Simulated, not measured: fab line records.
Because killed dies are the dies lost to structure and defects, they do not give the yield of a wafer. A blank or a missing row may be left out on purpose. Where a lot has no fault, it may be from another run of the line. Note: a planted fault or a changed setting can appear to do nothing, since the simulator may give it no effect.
What tool caused it? + flow nand harc + 11 lots, 33 wafers sampled, at 6 steps of a route of 1302

WHAT THE GAUGES READ, wafer by wafer
NHARC_A_CHANNEL_HOLE_D2_INSPECT_40. Usual: raw defect count at 272, with a standard deviation of 71.
| lot  | measured     | on                | raw defect count | flag |
|------|--------------|-------------------|------------------|------|
| L372 | day 13 22:44 | defect inspect-02 | 158 223 193      |      |
| L374 | day 14 21:25 | defect inspect-02 | 340 266 260      |      |
| L375 | day 15 05:49 | defect inspect-01 | 243 278 200      |      |
| L377 | day 16 01:38 | defect inspect-01 | 335 254 321      |      |
| L378 | day 16 01:55 | defect inspect-02 | 346 290 262      |      |
| L380 | day 16 23:22 | defect inspect-02 | 385 427 369      |      |
| L379 | day 16 23:40 | defect inspect-02 | 258 344 239      |      |
| L381 | day 17 17:16 | defect inspect-01 | 326 264 217      |      |
| L383 | day 18 11:50 | defect inspect-01 | 1436 189 166     | OFF  |
| L391 | day 21 22:03 | defect inspect-02 | 367 269 295      |      |
| L390 | day 21 23:07 | defect inspect-01 | 199 165 156      |      |

NHARC_END_SORT_01. Usual: killed at array 54, standard deviation 17; killed at other 1.0, standard deviation 1.4; killed at periphery 3.6, standard deviation 2.1; killed dies 58, standard deviation 17; killed open 3.2, standard deviation 2; killed short 2.5, standard deviation 1.5.
| lot  | measured     | on        | killed at array | killed at other | killed at periphery | killed dies | killed open | killed short | flag |
|------|--------------|-----------|-----------------|-----------------|---------------------|-------------|-------------|--------------|------|
| L383 | day 29 14:55 | prober-01 | 130 23 24       | 0 1 2           | 3 8 5               | 133 32 31   | 5 3 8       | 3 4 3        |      |

WHAT TOOL EACH LOT RAN ON (gives the tool, then ch and the chambers of the sampled wafers, and finally the start)
| lot  | NHARC_A_CHANNEL_HOLE_D2_ETCH_16    | NHARC_A_CHANNEL_HOLE_D2_ETCH_20  | NHARC_A_CHANNEL_HOLE_D2_ETCH_22  | NHARC_A_CHANNEL_HOLE_D2_STRIP_28              |
|------|------------------------------------|----------------------------------|----------------------------------|-----------------------------------------------|
| L372 | rie diel-07 ch 1,3, day 13 16:25   | har etch-01 ch 0,1, day 13 17:11 | har etch-01 ch 0,1, day 13 17:58 | rie diel-05 ch 0,1, day 13 22:44 or earlier   |
| L374 | rie diel-05 ch 0,2,3, day 14 09:28 | har etch-02 ch 0,1, day 14 15:51 | har etch-02 ch 0,1, day 14 16:37 | rie diel-10 ch 0,1,2, day 14 21:25 or earlier |
| L375 | rie diel-10 ch 0,1, day 14 22:17   | har etch-02 ch 0,1, day 15 00:20 | har etch-02 ch 0,1, day 15 01:13 | rie diel-05 ch 0,1,3, day 15 05:49 or earlier |
| L377 | rie diel-10 ch 0,2,3, day 15 17:16 | har etch-02 ch 0,1, day 15 20:02 | har etch-02 ch 0,1, day 15 20:47 | rie diel-05 ch 2,3, day 16 01:38 or earlier   |
| L378 | rie diel-07 ch 1,3, day 15 17:19   | har etch-01 ch 0,1, day 15 20:25 | har etch-01 ch 0,1, day 15 21:15 | rie diel-10 ch 0,1,3, day 16 01:55 or earlier |
| L380 | rie diel-10 ch 1,2, day 16 17:02   | har etch-02 ch 0,1, day 16 17:51 | har etch-02 ch 0,1, day 16 18:41 | rie diel-10 ch 2,3, day 16 23:22 or earlier   |
| L379 | rie diel-05 ch 0,1,3, day 16 17:19 | har etch-01 ch 0,1, day 16 18:04 | har etch-01 ch 0,1, day 16 18:56 | rie diel-05 ch 0,1,2, day 16 23:40 or earlier |
| L381 | rie diel-10 ch 1,2,3, day 17 04:45 | har etch-01 ch 0,1, day 17 11:37 | har etch-01 ch 0,1, day 17 12:27 | rie diel-07 ch 0,2,3, day 17 17:16 or earlier |
| L383 | rie diel-10 ch 0,1,2, day 18 03:02 | har etch-02 ch 1, day 18 06:16   | har etch-02 ch 1, day 18 07:01   | rie diel-10 ch 0,1,3, day 18 11:50 or earlier |
| L391 | rie diel-05 ch 0,1,2, day 21 15:45 | har etch-01 ch 0,1, day 21 16:34 | har etch-01 ch 0,1, day 21 17:24 | rie diel-05 ch 0,3, day 21 22:03 or earlier   |
| L390 | rie diel-07 ch 0,1,2, day 21 16:46 | har etch-02 ch 0,1, day 21 17:35 | har etch-02 ch 0,1, day 21 18:22 | rie diel-07 ch 0,1,2, day 21 23:07 or earlier |
- NHARC_A_CHANNEL_HOLE_D2_ETCH_16: etches the open film in O2/COS, target depth 3100 nm, time 806 s.
- NHARC_A_CHANNEL_HOLE_D2_ETCH_20: etches the open film in C4F8/O2/Ar, time 361.9 s, target depth 1600 nm.
- NHARC_A_CHANNEL_HOLE_D2_ETCH_22: etches the open film in C4F8/O2/Ar, time 666.7 s, target depth 1600 nm.
- NHARC_A_CHANNEL_HOLE_D2_STRIP_28: strips in O2.

WHAT THE TOOLS THEMSELVES READ (means of the sampled wafers that have a number; where no wafer has one, the mark that the record gives instead)
NHARC_A_CHANNEL_HOLE_D2_ETCH_16. Usual: bias w 300.2 W, standard deviation 0.98; drypump motor current A 5.6 A, standard deviation 0.45; oes product au 0.998 a.u., standard deviation 0.01; rf vpp V 314.4 V, standard deviation 2.5; showerhead plenum p Torr 3.14 Torr, standard deviation 0.15; throttle valve pct 28.330 %, standard deviation 0.0091.
| lot  | tool        | bias w (W) | drypump motor current A (A) | oes product au (a.u.) | rf vpp V (V) | showerhead plenum p Torr (Torr) | throttle valve pct (%) | flag |
|------|-------------|------------|-----------------------------|-----------------------|--------------|---------------------------------|------------------------|------|
| L372 | rie diel-07 | 299.9      | 5.2                         | 1.008                 | 314.1        | 3.10                            | 28.337                 |      |
| L374 | rie diel-05 | 300.9      | 5.6                         | 0.986                 | 314.6        | 3.15                            | 28.338                 |      |
| L375 | rie diel-10 | 300.0      | 5.4                         | 1.005                 | 316.0        | 3.30                            | 28.325                 |      |
| L377 | rie diel-10 | 301.3      | 6.0                         | 1.005                 | 313.7        | 3.14                            | 28.330                 |      |
| L378 | rie diel-07 | 300.7      | 5.2                         | 1.012                 | 313.5        | 3.10                            | 28.324                 |      |
| L380 | rie diel-10 | 300.5      | 5.4                         | 0.998                 | 314.9        | 3.15                            | 28.326                 |      |
| L379 | rie diel-05 | 300.5      | 5.3                         | 1.000                 | 313.7        | 3.08                            | 28.325                 |      |
| L381 | rie diel-10 | 300.6      | 5.6                         | 0.990                 | 314.6        | 3.12                            | 28.324                 |      |
| L383 | rie diel-10 | 300.1      | 5.6                         | 1.000                 | 315.2        | 3.23                            | 28.336                 |      |
| L391 | rie diel-05 | 300.9      | 5.7                         | 0.993                 | 312.2        | 3.03                            | 28.331                 |      |
| L390 | rie diel-07 | 300.3      | 5.4                         | 1.004                 | 313.4        | 3.07                            | 28.324                 |      |

NHARC_A_CHANNEL_HOLE_D2_ETCH_20. Usual: drypump motor current A 6.0 A, standard deviation 0.43; showerhead plenum p Torr 3.73 Torr, standard deviation 0.1; throttle valve pct 32.155 %, standard deviation 0.0092.
| lot  | tool        | drypump motor current A (A) | showerhead plenum p Torr (Torr) | throttle valve pct (%) | flag |
|------|-------------|-----------------------------|---------------------------------|------------------------|------|
| L372 | har etch-01 | 6.1                         | 3.75                            | 32.151                 |      |
| L374 | har etch-02 | 5.8                         | 3.63                            | 32.153                 |      |
| L375 | har etch-02 | 6.2                         | 3.67                            | 32.148                 |      |
| L377 | har etch-02 | 6.2                         | 3.66                            | 32.149                 |      |
| L378 | har etch-01 | 6.1                         | 3.73                            | 32.155                 |      |
| L380 | har etch-02 | 5.8                         | 3.61                            | 32.164                 |      |
| L379 | har etch-01 | 6.0                         | 3.77                            | 32.151                 |      |
| L381 | har etch-01 | 6.0                         | 3.76                            | 32.147                 |      |
| L383 | har etch-02 | 6.6                         | 3.70                            | 32.160                 |      |
| L391 | har etch-01 | 6.0                         | 3.73                            | 32.153                 |      |
| L390 | har etch-02 | 5.8                         | 3.82                            | 32.147                 |      |

NHARC_A_CHANNEL_HOLE_D2_ETCH_22. Usual: drypump motor current A 6.0 A, standard deviation 0.43; showerhead plenum p Torr 3.73 Torr, standard deviation 0.1; throttle valve pct 32.156 %, standard deviation 0.0082.
| lot  | tool        | drypump motor current A (A) | showerhead plenum p Torr (Torr) | throttle valve pct (%) | flag |
|------|-------------|-----------------------------|---------------------------------|------------------------|------|
| L372 | har etch-01 | 6.1                         | 3.75                            | 32.168                 |      |
| L374 | har etch-02 | 5.8                         | 3.63                            | 32.156                 |      |
| L375 | har etch-02 | 6.2                         | 3.67                            | 32.162                 |      |
| L377 | har etch-02 | 6.2                         | 3.66                            | 32.147                 |      |
| L378 | har etch-01 | 6.1                         | 3.73                            | 32.162                 |      |
| L380 | har etch-02 | 5.8                         | 3.61                            | 32.163                 |      |
| L379 | har etch-01 | 6.0                         | 3.77                            | 32.156                 |      |
| L381 | har etch-01 | 6.0                         | 3.76                            | 32.149                 |      |
| L383 | har etch-02 | 6.6                         | 3.70                            | 32.157                 |      |
| L391 | har etch-01 | 6.0                         | 3.73                            | 32.152                 |      |
| L390 | har etch-02 | 5.8                         | 3.82                            | 32.157                 |      |

NHARC_A_CHANNEL_HOLE_D2_STRIP_28. Usual: drypump motor current A 5.6 A, standard deviation 0.46; oes product au 1.000 a.u., standard deviation 0.011; rf vpp V 57.9 V, standard deviation 0.95; showerhead plenum p Torr 3.55 Torr, standard deviation 0.16; throttle valve pct 17.036 %, standard deviation 0.0083.
| lot  | tool        | drypump motor current A (A) | oes product au (a.u.) | rf vpp V (V) | showerhead plenum p Torr (Torr) | throttle valve pct (%) | flag |
|------|-------------|-----------------------------|-----------------------|--------------|---------------------------------|------------------------|------|
| L372 | rie diel-05 | 5.5                         | 0.977                 | 58.1         | 3.39                            | 17.033                 |      |
| L374 | rie diel-10 | 5.6                         | 1.008                 | 58.9         | 3.66                            | 17.042                 |      |
| L375 | rie diel-05 | 5.3                         | 0.990                 | 58.0         | 3.48                            | 17.035                 |      |
| L377 | rie diel-05 | 5.4                         | 0.996                 | 58.1         | 3.66                            | 17.029                 |      |
| L378 | rie diel-10 | 5.8                         | 1.012                 | 57.8         | 3.62                            | 17.031                 |      |
| L380 | rie diel-10 | 5.8                         | 1.007                 | 58.6         | 3.45                            | 17.037                 |      |
| L379 | rie diel-05 | 5.7                         | 0.987                 | 58.8         | 3.43                            | 17.032                 |      |
| L381 | rie diel-07 | 5.6                         | 1.002                 | 57.7         | 3.61                            | 17.036                 |      |
| L383 | rie diel-10 | 5.8                         | 0.993                 | 57.9         | 3.62                            | 17.033                 |      |
| L391 | rie diel-05 | 5.4                         | 0.992                 | 57.4         | 3.52                            | 17.033                 |      |
| L390 | rie diel-07 | 5.5                         | 1.002                 | 57.2         | 3.48                            | 17.029                 |      |

THE ANSWER, worked out from the rows above alone
Rule: a lot counts as off when the mean over its wafers that have a number is more than 3 standard deviations away from the usual mean. Also off: a lot with no number at a reading for which 4 or more lots have one. Where the step has rows for the other lots, those lots are counted as sound. The gauges are gone through in route order, then the tools' own readings, and for those a lot's mean is taken as printed above. The first step at which some lot is off is used, and at that step the reading that is off furthest; a lot without a number counts as furthest.
Off at NHARC_A_CHANNEL_HOLE_D2_INSPECT_40 (raw defect count): L383.
A tool fits if, at a process step before that reading, it ran every lot that is off, and no sound lot after the first of them. Those tools and the gauges at NHARC_A_CHANNEL_HOLE_D2_INSPECT_40 are tried in the same way. Because NHARC_A_CHANNEL_HOLE_D2_STRIP_28 lacks a start for some lots, the hours and order of its lots are taken from NHARC_A_CHANNEL_HOLE_D2_INSPECT_40. One candidate fits, namely rie diel-10 at NHARC_A_CHANNEL_HOLE_D2_ETCH_16 and NHARC_A_CHANNEL_HOLE_D2_STRIP_28. At NHARC_A_CHANNEL_HOLE_D2_ETCH_16 its last sound lot is L381 (day 17 04:45), its first lot that is off L383 (day 18 03:02): a fault that began between those two fits.

WHAT THE SIMULATOR HAD PUT IN
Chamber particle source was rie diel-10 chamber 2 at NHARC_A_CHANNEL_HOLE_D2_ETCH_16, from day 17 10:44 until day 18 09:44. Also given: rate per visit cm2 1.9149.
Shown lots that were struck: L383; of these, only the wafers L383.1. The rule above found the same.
